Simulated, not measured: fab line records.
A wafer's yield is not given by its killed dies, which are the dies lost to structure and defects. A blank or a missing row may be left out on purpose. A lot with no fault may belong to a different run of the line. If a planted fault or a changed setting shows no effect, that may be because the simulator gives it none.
Problem report in the 8D (eight disciplines) form, filled by code | flow n5-finfet | the parts of the form that need people (team, actions taken, sign-off) are left out

## 1. THE ISSUE
Wafers without a fault read 161.8 s, standard deviation 0.5; run-length-s at N5_BEOL_M10_CVD_75 reads a mean of 130.5 s on 3 wafers belonging to 2 lots. Relative to the usual mean, that is a shift of -63 standard deviations.
The step: deposits Co from CCTBA/H2, target thk 2 nm, time 138.9 s.
The first sign was on wafer L866.1 at day 12 23:31, on cvd-co-02. The record has a number at this step for 30 wafers belonging to 10 lots. By rule, "out" or "out of limits" means more than 4 standard deviations away from the usual mean. The rest of the wafers with a number are treated as sound.

## 2. WHAT IT IS, WHAT IT ISN'T
question                    | is                     | is not
which readings at this step | run-length-s           | chamber-pressure-Torr
which lots                  | L866, L871             | L857, L858, L861, L867, L872, L875, L878, L879
which wafers of those lots  | L866.1, L866.4, L871.1 | L866.5, L871.2, L871.3
read on which tools         | cvd-co-02              | cvd-co-01
when                        | from day 12 23:31      | up to then (13 sound wafers); but 14 sound wafers of L871, L872, L875, L878, L879 came after

## 3. THE SUSPECTS, EACH WITH WHAT RULES IT OUT
Counting: a tool at a process step up to the reading stays a suspect if it ran every lot that is out. Sound lots after the first of them don't rule it out here, since some wafers of a struck lot are sound.
- rie-diel-02 at N5_BEOL_M10_ETCH_65 (etches SiARC in CF4, target depth 39 nm, time 65 s): kept. Ran every lot that is out, first one L866 (day 12 20:01); last sound lot up to then L867 (day 12 19:24).
- rie-diel-02 at N5_BEOL_M10_ETCH_66 (etches SOC in N2/H2, target depth 120 nm, overetch 24 nm, time 180 s): kept. Ran every lot that is out, first one L866 (day 12 20:04); last sound lot up to then L867 (day 12 19:27).
- rie-diel-02 at N5_BEOL_M10_STRIP_36 (strips in N2/H2): kept. Ran every lot that is out, first one L866 (day 12 20:14); last sound lot up to then L867 (day 12 19:38).
- cvd-co-02 at N5_BEOL_M10_CVD_75 (deposits Co from CCTBA/H2, target thk 2 nm, time 138.9 s): kept. Ran every lot that is out, first one L866 (day 12 23:31); last sound lot up to then L861 (day 12 04:18). Its own run-length-s readings are out on those wafers.
- Within rie-diel-02 at N5_BEOL_M10_ETCH_65: the wafers that are out ran in chambers 1, 3; their sound lot-mates ran in chambers 0, 2.
- Within rie-diel-02 at N5_BEOL_M10_ETCH_66: the wafers that are out ran in chambers 1, 3; their sound lot-mates ran in chambers 0, 2.
- Within rie-diel-02 at N5_BEOL_M10_STRIP_36: the wafers that are out ran in chambers 1, 3; their sound lot-mates ran in chambers 0, 2.
- At N5_BEOL_M10_CVD_75, inside cvd-co-02: chamber 2 took the wafers that are out, while their sound lot-mates went through chambers 0, 1.
Left after counting: rie-diel-02 at N5_BEOL_M10_ETCH_65, rie-diel-02 at N5_BEOL_M10_ETCH_66, rie-diel-02 at N5_BEOL_M10_STRIP_36, cvd-co-02 at N5_BEOL_M10_CVD_75.

## 4. THE CAUSE (what the simulator had put in)
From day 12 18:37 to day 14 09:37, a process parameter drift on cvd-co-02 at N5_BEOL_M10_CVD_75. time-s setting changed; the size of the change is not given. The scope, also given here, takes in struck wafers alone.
4 suspects survive the count, and this tool is in that group.

## 5. THE CHAIN OF EFFECTS, in route order
Rows list readings where the struck wafers' mean (over those with a number) sits beyond 3 standard deviations from the usual. Only readings whose record carries a usual standard deviation are examined. hours: median over the lots of the time between each lot's start at the first step of this table that gives one and its start at this step. sigmas: the change, counted in usual standard deviations.
hours | step               | reading      | usual   | on struck wafers | change | sigmas
0     | N5_BEOL_M10_CVD_75 | run-length-s | 161.8 s | 130.5            | -31.3  | -63
The process steps in it:
- N5_BEOL_M10_CVD_75: deposits Co from CCTBA/H2, target thk 2 nm, time 138.9 s.

## 6. HOW IT WOULD HAVE BEEN CAUGHT EARLIER
5 hours passed between the start of the fault at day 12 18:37 and the first reading out of limits in this record, taken at day 12 23:31.
